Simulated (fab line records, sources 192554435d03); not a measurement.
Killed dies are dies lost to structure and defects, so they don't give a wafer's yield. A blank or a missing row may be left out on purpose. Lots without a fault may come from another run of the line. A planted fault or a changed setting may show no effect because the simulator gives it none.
fab line records | flow n5_finfet
record lots=4 wafers=12 last_day=18
route steps=1938 shown SDB@359 BEOL_M4@1111 PASSIVATION@1936
lots that met no fault: from a run of the same line without faults
start_h: hours from the record's first day to the start of the lot's first wafer shown | wait_h: hours since the lot's step before | " the same as in the row above | L1.1+2: a row that stands for several wafers | - no value, or no start given | * or withheld: withheld | < > ~ a bound
route shown NAME@n: a module of which the file shows steps, and the number in the route of the first | usual: mean/standard deviation of fault-free wafers | same: alike in all rows | chamber/n: place in a boat | sites: the reading at each site | _std_site: their standard deviation | _edge_site: outer sites' mean less inner sites' | radius_mm: how far each site lies from the wafer's centre | mask NAME#n: copy n | behind: the tool/chamber that last shaped the wafer | hold: why the lot was held/for how many hours/how that ended | device: the transistor (n, p or np) that didn't switch | end of line: the same wafers' tests at the end of the route | a step without rows: its recipe alone | killed: dies lost to structure and defects at the first sort, not the wafer's yield | map: a wafer's dies, x killed, . not, _ none there
set.NAME: the setting as run; set.NAME@STEP: as run at that earlier step | model.NAME: the simulator's own value behind a step, which no gauge read
lots at some steps of the route; a table a step, a row a wafer
services: from which hour (start_h, from the record's first day; less than 0 if before it) a tool's chamber was out of use, for how many hours, and why
## steps
# step N5_SDB_DESCUM_16
# recipe chemistry=O2 time_s=7.9 source_power_w=50 bias_power_w=20 pressure_mtorr=20 rf_frequency_hz=2.712e+07 temp_c=40 resist=CAR-ArF o2_flow_sccm=225
# step N5_SDB_ETCH_17
# recipe chemistry=CF4 target=SiARC target_depth_a=234 mask_material=CAR-ArF time_s=39 ion_energy_ev=80 pressure_mtorr=40 source_w=545 bias_w=36 Ar_flow_sccm=100 cf4_flow_sccm=100 ends=cleared
# step N5_SDB_ETCH_18
# recipe chemistry=N2/H2 target=SOC target_depth_a=1000 overetch_a=200 mask_material=SiARC temp_c=40 time_s=150 ion_energy_ev=200 pressure_mtorr=30 source_w=840 bias_w=150 n2_flow_sccm=200 h2_flow_sccm=200
# step N5_SDB_STRIP_19
# recipe chemistry=N2/H2 temp_c=40 n2_flow_sccm=200 h2_flow_sccm=200 rf_frequency_hz=6e+07
# step N5_SDB_STRIP_21
# recipe chemistry=CF4 resist=SiARC power_w=300 bias_power_w=75 pressure_mtorr=50 cf4_flow_sccm=150 rf_frequency_hz=6e+07
# step N5_SDB_HM_OPEN_20
# recipe chemistry=CH3F/O2 target=SiNx mask_material=SOC target_depth_a=240 stop_on=poly-Si over_etch_frac=0.4 ion_energy_ev=120 pressure_mtorr=30 source_w=395 bias_w=73 Ar_flow_sccm=150 CH3F_flow_sccm=30 O2_flow_sccm=20
# step N5_SDB_STRIP_22
# recipe chemistry=N2/H2 power_w=1000 temp_c=250 h2_frac=0.65 overash_fraction=0.3 pressure_mtorr=withheld n2_flow_sccm=1750 h2_flow_sccm=3250
# step N5_SDB_PRECLEAN_23
# recipe chemistry=dHF time_s=30 temp_c=25 dilution=withheld
# step N5_SDB_DUMMY_REMOVE_24
# recipe chemistry=TMAH temp_c=70 target=poly-Si stop_on=SiO2 target_depth_nm=142 conc_wt_pct=5 time_s=57 dry=ipa_marangoni rinse_time_s=30 rinse_temp_c=23
# step N5_SDB_ETCH_25
# recipe chemistry=C4F6/O2 target=SiO2 target_depth_a=100 time_s=3.3 ion_energy_ev=250 mask_material=SiNx pressure_mtorr=30 source_w=345 bias_w=185 Ar_flow_sccm=300 C4F6_flow_sccm=10 O2_flow_sccm=10
# step N5_SDB_CUT_ETCH_26
# recipe chemistry=HBr/Cl2/O2 target=Si target_depth_a=1296 bt_time_s=20 mask_material=SiNx time_s=51.8 ion_energy_ev=* bias_w=* pressure_mtorr=10 icp_w=800 HBr_flow_sccm=150 Cl2_flow_sccm=80 O2_flow_sccm=12
# usual HBr_flow_sccm=150.0/0.45 O2_flow_sccm=12.00/0.033 drypump_motor_current_A=5.88/0.27 oes_product_au=1.007/0.013 throttle_valve_pct=37.3/0.37
# columns lot.wafer tool chamber start_h wait_h HBr_flow_sccm O2_flow_sccm drypump_motor_current_A oes_product_au rf_hours_counter_h throttle_valve_pct model.SiNx_of_SDB_HM_DEP_00.thk_nm
L676.3 rie_si-04 0 73.13 0.1 149.3 11.99 5.75 1.016 7 36.8 22.2
L676.4 " 3 " " 149.9 12.01 5.57 0.999 6 37.7 22.2
L676.5 " 1 " " 149.9 11.96 6.19 1.024 - 37.8 21.2
L691.2 rie_si-04 1 162.69 0.1 - - - - - - 37.8
L691.5 " 2 " " - - - - - - 37.8
L691.6 " 3 " " - - - - - - 38.8
L692.1 rie_si-04 3 170.20 0.1 - - - - - - 38
L692.2 " 2 " " - - - - - - 38.4
L692.5 " 0 " " - - - - - - 38.2
L697.3 rie_si-06 3 197.99 0.1 150.8 12.00 6.06 0.998 75 37.5 19.8
L697.4 " 2 " " 149.1 11.99 5.80 0.999 65 36.7 21.6
L697.5 " 3 " " 150.1 12.00 6.03 1.000 - 37.5 20.4
# step N5_SDB_PRECLEAN_38
# recipe chemistry=dHF time_s=10 dilution=750:1 temp_c=25
# columns lot.wafer tool chamber start_h wait_h model.SiNx_of_SDB_HM_DEP_00.thk_nm
L676.3+4 wet_bench-03 6,1 73.25 0.1 22.2
L676.5 " 3 " " 21.2
L691.2+5 wet_bench-01 1,2 162.81 0.1 37.8
L691.6 " 5 " " 38.8
L692.1+5 wet_bench-03 0,3 170.31 0.1 38
L692.2 " 6 " " 38.2
L697.3 wet_bench-06 3 198.11 0.1 19.8
L697.4 " 2 " " 21.6
L697.5 " 5 " " 20.4
# step N5_SDB_PRECLEAN_39
# recipe chemistry=O3/DIW time_s=45 temp_c=22 o3_ppm=10
# step N5_BEOL_M4_RC_MEAS_101
# usual DIBL_N=36.1/1.9 DIBL_P=36.4/2.5 IOFF_N=0.16/0.036 IOFF_P=0.22/0.038 ION_N=672/11 ION_P=462/8 SS_N=71.6/0.68 SS_P=73.3/0.77 VT_N=250/3.3 VT_P=-250/3.6
# columns lot.wafer tool chamber start_h wait_h DIBL_N[mV/V] DIBL_P[mV/V] IOFF_N[nA/um] IOFF_P[nA/um] ION_N[uA/um] ION_P[uA/um] SS_N[mV/dec] SS_P[mV/dec] VT_N[mV] VT_P[mV]
L676.3 prober-02 0 195.50 0.3 38.9 40.9 0.21 0.26 670 459 72.5 73.8 249 -248
L676.4 " 0 " " 34.8 35.1 0.13 0.18 661 465 71.7 72.4 255 -250
L676.5 " 0 " " 38.7 41.3 0.21 0.27 676 462 73.0 74.1 248 -245
L697.3 prober-02 0 327.26 0.3 35.0 36.3 0.16 0.20 673 458 71.4 73.1 250 -250
L697.4 " 0 " " 35.6 37.8 0.18 0.23 671 466 71.3 73.0 249 -250
L697.5 " 0 " " 33.9 34.7 0.15 0.18 671 452 71.6 72.3 252 -253
# step N5_PASSIVATION_PROBE_49
# usual defect_limited_yield=91.2/1.4 killed_at_M0_to_M3=34/11 killed_at_M4_up=14/6.3 killed_at_contacts=13/7.4 killed_at_front_end=38/11 killed_at_other=4.3/2.9 killed_dies=103/17 killed_on_rim=14/4.1 killed_open=68/12 killed_short=34/8 sort_bin_5_function=5.1/0.9 sort_bin_6_memory=3.3/0.66 sort_n_pass=1077/17 sort_yield_pct=91.2/1.4
# same gross_dies=1180 killed_at_back_side=0 sort_bin_4_leakage[%]=0 sort_bin_8_speed[%]=0
# columns lot.wafer tool chamber start_h wait_h defect_limited_yield[%] killed_at_M0_to_M3 killed_at_M4_up killed_at_contacts killed_at_front_end killed_at_other killed_dies killed_on_rim killed_open killed_short sort_bin_5_function[%] sort_bin_6_memory[%] sort_n_pass sort_yield_pct[%]
L676.3 prober-01 - 308.74 0.1 89.5 54 20 7 42 1 124 13 92 30 6.4 3.6 1056 89.5
L676.4 prober-01 - 308.79 0.2 90.4 29 20 7 52 5 113 25 66 38 5.0 3.7 1067 90.4
L676.5 prober-01 - 308.84 0.2 93.9 20 7 10 33 2 72 8 42 30 4.0 1.7 1108 93.9
L691.2 prober-02 - 392.90 0.1 0 43 10 10 1115 2 1180 152 70 33 96.9 3.1 0 0
L691.5 prober-02 - 393.05 0.2 0 24 15 7 1123 11 1180 152 59 42 95.8 3.6 0 0
L691.6 prober-02 - 393.10 0.3 0 33 9 10 1117 11 1180 152 68 44 96.1 3.5 0 0
L692.1 prober-01 - 414.10 0.0 0 30 11 13 1123 3 1180 152 74 28 95.6 4.3 0 0
L692.2 prober-01 - 414.15 0.1 0 38 12 12 1115 3 1180 152 66 35 96.4 3.3 0 0
L692.5 prober-01 - 414.30 0.2 0 32 5 7 1130 6 1180 152 59 28 97.3 2.5 0 0
L697.3 prober-01 - 437.00 0.1 89.5 52 6 18 38 10 124 15 64 59 6.5 3.6 1056 89.5
L697.4 prober-01 - 437.05 0.2 92.6 36 7 10 28 6 87 8 51 35 4.2 2.9 1093 92.6
L697.5 prober-01 - 437.10 0.2 92.7 37 6 10 33 0 86 7 61 23 4.8 2.3 1094 92.7
# killed by level:class
L676.3 FIN_SAQP:geometric_particle:open=18 BEOL_M0_SAQP:geometric_particle:open=11 BEOL_M0_SAQP:geometric_particle:short=10 BEOL_M2:geometric_particle:open=9 FIN_SAQP:geometric_particle:short=7 BEOL_M4:geometric_particle:open=7 MOL_CONTACT_COAG:geometric_particle:open=7 BEOL_M1:geometric_particle:open=7
L676.4 FIN_SAQP:geometric_particle:open=11 BEOL_M4:geometric_particle:open=11 BEOL_M3:geometric_particle:open=9 FIN_SAQP:geometric_particle:short=7 HKMG_FIN:area_etch=7 STI_FIN_REVEAL:geometric_particle:open=6 GATE_CUT:geometric_particle:short=5 MOL_CONTACT_COAG:geometric_particle:open=5
L676.5 FIN_SAQP:geometric_particle:short=9 FIN_SAQP:geometric_particle:open=7 MOL_CONTACT_COAG:geometric_particle:open=7 BEOL_M1:geometric_particle:open=5 GATE_CUT:geometric_particle:short=4 BEOL_M2:geometric_particle:open=4 BEOL_M3:geometric_particle:open=3 ILD0:geometric_particle:short=3
L691.2 SDB:area_etch=1077 FIN_SAQP:geometric_particle:short=17 BEOL_M2:geometric_particle:open=11 BEOL_M0_SAQP:geometric_particle:open=10 FIN_SAQP:geometric_particle:open=9 MOL_CONTACT_COAG:geometric_particle:open=8 BEOL_M0_SAQP:geometric_particle:short=8 BEOL_M1:geometric_particle:open=6
L691.5 SDB:area_etch=1079 FIN_SAQP:geometric_particle:short=14 FIN_SAQP:geometric_particle:open=8 BEOL_M0_SAQP:geometric_particle:open=7 BEOL_M2:geometric_particle:open=6 BEOL_M5:geometric_particle:open=5 DUMMY_GATE:geometric_particle:open=5 MOL_CONTACT_COAG:geometric_particle:open=5
L691.6 SDB:area_etch=1068 FIN_SAQP:geometric_particle:short=13 FIN_SAQP:geometric_particle:open=11 MOL_CONTACT_COAG:geometric_particle:open=8 BEOL_M2:geometric_particle:open=8 BEOL_M0_SAQP:geometric_particle:short=7 BEOL_M0_SAQP:geometric_particle:open=6 STARTING-WAFER:geometric_particle:short=5
L692.1 SDB:area_etch=1077 FIN_SAQP:geometric_particle:open=15 BEOL_M1:geometric_particle:open=10 MOL_CONTACT_COAG:geometric_particle:open=10 DUMMY_GATE:geometric_particle:open=8 BEOL_M0_SAQP:geometric_particle:short=7 FIN_SAQP:geometric_particle:short=5 STI_FIN_REVEAL:geometric_particle:open=5
L692.2 SDB:area_etch=1077 FIN_SAQP:geometric_particle:open=14 BEOL_M0_SAQP:geometric_particle:short=12 MOL_CONTACT_COAG:geometric_particle:open=9 BEOL_M0_SAQP:geometric_particle:open=9 STI_FIN_REVEAL:geometric_particle:open=8 BEOL_M4:geometric_particle:open=6 FIN_SAQP:geometric_particle:short=5
L692.5 SDB:area_etch=1090 BEOL_M2:geometric_particle:open=14 FIN_SAQP:geometric_particle:open=7 FIN_SAQP:geometric_particle:short=6 DUMMY_GATE:geometric_particle:open=6 MOL_CONTACT_COAG:geometric_particle:open=5 STI_FIN_REVEAL:geometric_particle:open=4 BEOL_M3:geometric_particle:open=4
L697.3 BEOL_M0_SAQP:geometric_particle:short=21 MOL_CONTACT_COAG:geometric_particle:open=12 BEOL_M0_SAQP:geometric_particle:open=11 FIN_SAQP:geometric_particle:short=9 FIN_SAQP:geometric_particle:open=8 BEOL_M2:geometric_particle:open=7 STI_FIN_REVEAL:geometric_particle:open=6 MOL_CONTACT_COAG:geometric_particle:short=6
L697.4 BEOL_M0_SAQP:geometric_particle:short=13 MOL_CONTACT_COAG:geometric_particle:open=9 FIN_SAQP:geometric_particle:open=7 BEOL_M0_SAQP:geometric_particle:open=7 FIN_SAQP:geometric_particle:short=6 BEOL_M3:geometric_particle:open=6 STI_FIN_REVEAL:geometric_particle:open=4 MIM_TOP:geometric_particle:short=4
L697.5 BEOL_M0_SAQP:geometric_particle:short=10 FIN_SAQP:geometric_particle:open=9 BEOL_M0_SAQP:geometric_particle:open=9 BEOL_M3:geometric_particle:open=9 STI_FIN_REVEAL:geometric_particle:open=7 MOL_CONTACT_COAG:geometric_particle:open=7 FIN_SAQP:geometric_particle:short=4 ILD0:geometric_particle:open=3
# map L691.2 (x killed, . not)
_________________xxxxxxxxxxxx________________
______________xxxxxxxxxxxxxxxxxx_____________
___________xxxxxxxxxxxxxxxxxxxxxxxx__________
__________xxxxxxxxxxxxxxxxxxxxxxxxxx_________
________xxxxxxxxxxxxxxxxxxxxxxxxxxxxxx_______
_______xxxxxxxxxxxxxxxxxxxxxxxxxxxxxxxx______
______xxxxxxxxxxxxxxxxxxxxxxxxxxxxxxxxxx_____
_____xxxxxxxxxxxxxxxxxxxxxxxxxxxxxxxxxxxx____
____xxxxxxxxxxxxxxxxxxxxxxxxxxxxxxxxxxxxxx___
___xxxxxxxxxxxxxxxxxxxxxxxxxxxxxxxxxxxxxxxx__
___xxxxxxxxxxxxxxxxxxxxxxxxxxxxxxxxxxxxxxxx__
__xxxxxxxxxxxxxxxxxxxxxxxxxxxxxxxxxxxxxxxxxx_
__xxxxxxxxxxxxxxxxxxxxxxxxxxxxxxxxxxxxxxxxxx_
_xxxxxxxxxxxxxxxxxxxxxxxxxxxxxxxxxxxxxxxxxxxx
_xxxxxxxxxxxxxxxxxxxxxxxxxxxxxxxxxxxxxxxxxxxx
_xxxxxxxxxxxxxxxxxxxxxxxxxxxxxxxxxxxxxxxxxxxx
_xxxxxxxxxxxxxxxxxxxxxxxxxxxxxxxxxxxxxxxxxxxx
_xxxxxxxxxxxxxxxxxxxxxxxxxxxxxxxxxxxxxxxxxxxx
_xxxxxxxxxxxxxxxxxxxxxxxxxxxxxxxxxxxxxxxxxxxx
_xxxxxxxxxxxxxxxxxxxxxxxxxxxxxxxxxxxxxxxxxxxx
_xxxxxxxxxxxxxxxxxxxxxxxxxxxxxxxxxxxxxxxxxxxx
__xxxxxxxxxxxxxxxxxxxxxxxxxxxxxxxxxxxxxxxxxx_
__xxxxxxxxxxxxxxxxxxxxxxxxxxxxxxxxxxxxxxxxxx_
___xxxxxxxxxxxxxxxxxxxxxxxxxxxxxxxxxxxxxxxx__
___xxxxxxxxxxxxxxxxxxxxxxxxxxxxxxxxxxxxxxxx__
____xxxxxxxxxxxxxxxxxxxxxxxxxxxxxxxxxxxxxx___
_____xxxxxxxxxxxxxxxxxxxxxxxxxxxxxxxxxxxx____
______xxxxxxxxxxxxxxxxxxxxxxxxxxxxxxxxxx_____
_______xxxxxxxxxxxxxxxxxxxxxxxxxxxxxxxx______
________xxxxxxxxxxxxxxxxxxxxxxxxxxxxxx_______
__________xxxxxxxxxxxxxxxxxxxxxxxxxx_________
___________xxxxxxxxxxxxxxxxxxxxxxxx__________
______________xxxxxxxxxxxxxxxxxx_____________
_________________xxxxxxxxxxxx________________
# map L692.1 (x killed, . not)
_________________xxxxxxxxxxxx________________
______________xxxxxxxxxxxxxxxxxx_____________
___________xxxxxxxxxxxxxxxxxxxxxxxx__________
__________xxxxxxxxxxxxxxxxxxxxxxxxxx_________
________xxxxxxxxxxxxxxxxxxxxxxxxxxxxxx_______
_______xxxxxxxxxxxxxxxxxxxxxxxxxxxxxxxx______
______xxxxxxxxxxxxxxxxxxxxxxxxxxxxxxxxxx_____
_____xxxxxxxxxxxxxxxxxxxxxxxxxxxxxxxxxxxx____
____xxxxxxxxxxxxxxxxxxxxxxxxxxxxxxxxxxxxxx___
___xxxxxxxxxxxxxxxxxxxxxxxxxxxxxxxxxxxxxxxx__
___xxxxxxxxxxxxxxxxxxxxxxxxxxxxxxxxxxxxxxxx__
__xxxxxxxxxxxxxxxxxxxxxxxxxxxxxxxxxxxxxxxxxx_
__xxxxxxxxxxxxxxxxxxxxxxxxxxxxxxxxxxxxxxxxxx_
_xxxxxxxxxxxxxxxxxxxxxxxxxxxxxxxxxxxxxxxxxxxx
_xxxxxxxxxxxxxxxxxxxxxxxxxxxxxxxxxxxxxxxxxxxx
_xxxxxxxxxxxxxxxxxxxxxxxxxxxxxxxxxxxxxxxxxxxx
_xxxxxxxxxxxxxxxxxxxxxxxxxxxxxxxxxxxxxxxxxxxx
_xxxxxxxxxxxxxxxxxxxxxxxxxxxxxxxxxxxxxxxxxxxx
_xxxxxxxxxxxxxxxxxxxxxxxxxxxxxxxxxxxxxxxxxxxx
_xxxxxxxxxxxxxxxxxxxxxxxxxxxxxxxxxxxxxxxxxxxx
_xxxxxxxxxxxxxxxxxxxxxxxxxxxxxxxxxxxxxxxxxxxx
__xxxxxxxxxxxxxxxxxxxxxxxxxxxxxxxxxxxxxxxxxx_
__xxxxxxxxxxxxxxxxxxxxxxxxxxxxxxxxxxxxxxxxxx_
___xxxxxxxxxxxxxxxxxxxxxxxxxxxxxxxxxxxxxxxx__
___xxxxxxxxxxxxxxxxxxxxxxxxxxxxxxxxxxxxxxxx__
____xxxxxxxxxxxxxxxxxxxxxxxxxxxxxxxxxxxxxx___
_____xxxxxxxxxxxxxxxxxxxxxxxxxxxxxxxxxxxx____
______xxxxxxxxxxxxxxxxxxxxxxxxxxxxxxxxxx_____
_______xxxxxxxxxxxxxxxxxxxxxxxxxxxxxxxx______
________xxxxxxxxxxxxxxxxxxxxxxxxxxxxxx_______
__________xxxxxxxxxxxxxxxxxxxxxxxxxx_________
___________xxxxxxxxxxxxxxxxxxxxxxxx__________
______________xxxxxxxxxxxxxxxxxx_____________
_________________xxxxxxxxxxxx________________
## services
# columns tool chamber start_h hours kind
rie_si-06 - 52.93 14.6 pm
rie_si-06 1 95.02 6.8 repair
wet_bench-03 - 180.11 1.8 repair
## key
first_sign step=N5_SDB_CUT_ETCH_26 reading=tool_record direction=missing
effect step=N5_PASSIVATION_PROBE_49 reading=sort_bin_5_function direction=up sigmas=99+ usual=5.1 struck=96.3
model_effect step=N5_SDB_CUT_ETCH_26 value=SiNx_of_SDB_HM_DEP_00.thk_nm without=22.07 struck=38.17
model_effect step=N5_SDB_PRECLEAN_38 value=SiNx_of_SDB_HM_DEP_00.thk_nm without=22 struck=38.1
more_kills_born_at N5_SDB_CUT_ETCH_26@rie_si-04=6468
met_at N5_SDB_CUT_ETCH_26
struck_wafers L691.2,L691.5,L691.6,L692.1,L692.2,L692.5
later_rows_left_out L691.2,L691.5,L691.6,L692.1,L692.2,L692.5
onset_between 73.13 162.69
fault kind=skipped_step_whole tool=rie_si-04 chamber=- onset_h=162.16 steps=N5_SDB_CUT_ETCH_26 scope=struck_lots_only
# later_rows_left_out: the simulator's readings of these wafers behind a module that went badly wrong aren't trusted and aren't shown, but for the sort
